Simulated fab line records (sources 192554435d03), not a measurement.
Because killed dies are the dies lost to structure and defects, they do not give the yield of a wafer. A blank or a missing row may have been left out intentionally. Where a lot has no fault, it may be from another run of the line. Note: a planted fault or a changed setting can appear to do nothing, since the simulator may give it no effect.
Matching of chambers :: flow n5_finfet :: N5_ILD0_LINER_00 on ald_sin-01: 4 sister chambers
The step material SiNx, target thk 4 nm, pulse time 1 s, purge time 2 s. 4 wafers are shown with their chamber, then 9 later ones without.

== WAFERS WITH THEIR CHAMBER ==
wafer: L089.4
chamber: 2
heater_power_w (W): 957

wafer: L089.6
chamber: 3
heater_power_w (W): 855

wafer: L092.1
chamber: 0
heater_power_w (W): 870

wafer: L092.6
chamber: 1
heater_power_w (W): 762

== WAFERS WITH NO CHAMBER GIVEN ==
wafer: L094.1
heater_power_w (W): 879

wafer: L094.2
heater_power_w (W): 982

wafer: L094.3
heater_power_w (W): 848

wafer: L095.2
heater_power_w (W): 792

wafer: L095.3
heater_power_w (W): 867

wafer: L095.6
heater_power_w (W): 967

wafer: L096.1
heater_power_w (W): 967

wafer: L096.3
heater_power_w (W): 855

wafer: L096.5
heater_power_w (W): 871

== THE CHAMBER EACH PASSED THROUGH ==
wafer: L094.1
from the rows above: can't be placed: 0 or 3
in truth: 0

wafer: L094.2
from the rows above: 2
in truth: 2

wafer: L094.3
from the rows above: can't be placed: 3 or 0
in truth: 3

wafer: L095.2
from the rows above: 1
in truth: 1

wafer: L095.3
from the rows above: can't be placed: 0 or 3
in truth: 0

wafer: L095.6
from the rows above: 2
in truth: 2

wafer: L096.1
from the rows above: 2
in truth: 2

wafer: L096.3
from the rows above: can't be placed: 3 or 0
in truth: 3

wafer: L096.5
from the rows above: can't be placed: 0 or 3
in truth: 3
Correct placement for 4 of the 9. Not placeable from these rows: 5 (in 5, the candidates include the true chamber). Wrongly placed: 0.
How it was worked out, from the rows above alone: a wafer's distance from a chamber is the root of the sum, over the readings, of the square of ((its reading less the chamber's mean) divided by the reading's scatter). If the next closest chamber is less than 2 further off than the closest, the wafer can't be placed; otherwise it belongs to the closest. For every chamber, the mean is computed from those of its wafers that are shown. The scatter: with one shown wafer a chamber, the root of the mean of the squares of how far each hidden wafer lies from its nearest shown one.
